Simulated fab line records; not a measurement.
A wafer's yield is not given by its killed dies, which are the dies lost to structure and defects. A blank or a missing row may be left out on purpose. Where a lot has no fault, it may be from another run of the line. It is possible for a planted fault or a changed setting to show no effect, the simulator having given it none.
2 desks looking at one fault	flow nandHarc	only its own numbers are on each desk; what lay behind them is given at the end

## AT THE METROLOGY DESK
Lot by lot, what the gauges showed, no matter which tool ran the lot: averages of those sampled wafers that carry a number. The brackets show how far a lot's mean lies from the usual mean; more than 4 standard deviations puts the lot out of limits, marked OUT.
Columns: A = cdNm at NHARC_A_BONDPAD_CD_MEAS_09, usual 499.8 nm; B = cdNm at NHARC_THIN_TSV_CD_MEAS_12, usual 1000.1 nm
lot	first seen here	A	B
L959	day 18 02:47	498.6	1000.5
L958	day 18 03:08	499.9	998.4
L957	day 18 05:54	500.7	1000.1
L965	day 19 23:50	499.8	1001.6
L966	day 20 01:38	499.1	1000.7
L970	day 21 08:57	500.1	999.2
L974	day 21 23:08	500.7	999.6
L973	day 22 00:19	500.6	1001.6
L972	day 22 00:35	502.3	1001.3
L976	day 22 05:05	498.3	998.4
L977	day 22 20:14	501.2	999.7
L978	day 22 23:11	499.9	1000.2
L980	day 23 22:40	500.6	1001.5
This desk's finding: nothing out of limits on any of the 13 lots.

## TOOL OWNER'S DESK, cvdW-01
The tool's own readings at NHARC_A_CONTACT_CVD_19 (deposits W, target thk 300 nm, time 802 s): means of the sampled wafers that have a number, for each lot that ran on this tool. The brackets show how far a lot's mean lies from the usual mean; more than 4 standard deviations puts the lot out of limits, marked OUT.
Columns: A = heaterPowerW at NHARC_A_CONTACT_CVD_19, usual 458 W; B = mfcH2Sccm at NHARC_A_CONTACT_CVD_19, usual 1599 sccm; C = throttleValvePct at NHARC_A_CONTACT_CVD_19, usual 8.0 %
lot	first seen here	A	B	C
L958	day 17 11:52	448	1602	7.6
L957	day 17 15:10	440	1603	8.2
L965	day 19 08:56	448	1603	7.9
L966	day 19 09:41	446	1604	7.8
This desk's finding: nothing out of limits on any of the 4 lots.

## PUT TOGETHER
From the metrology desk's view, nothing was out of limits.
Nothing out of limits was seen by the tool owner's desk.

## WHAT HAD BEEN PUT IN BY THE SIMULATOR
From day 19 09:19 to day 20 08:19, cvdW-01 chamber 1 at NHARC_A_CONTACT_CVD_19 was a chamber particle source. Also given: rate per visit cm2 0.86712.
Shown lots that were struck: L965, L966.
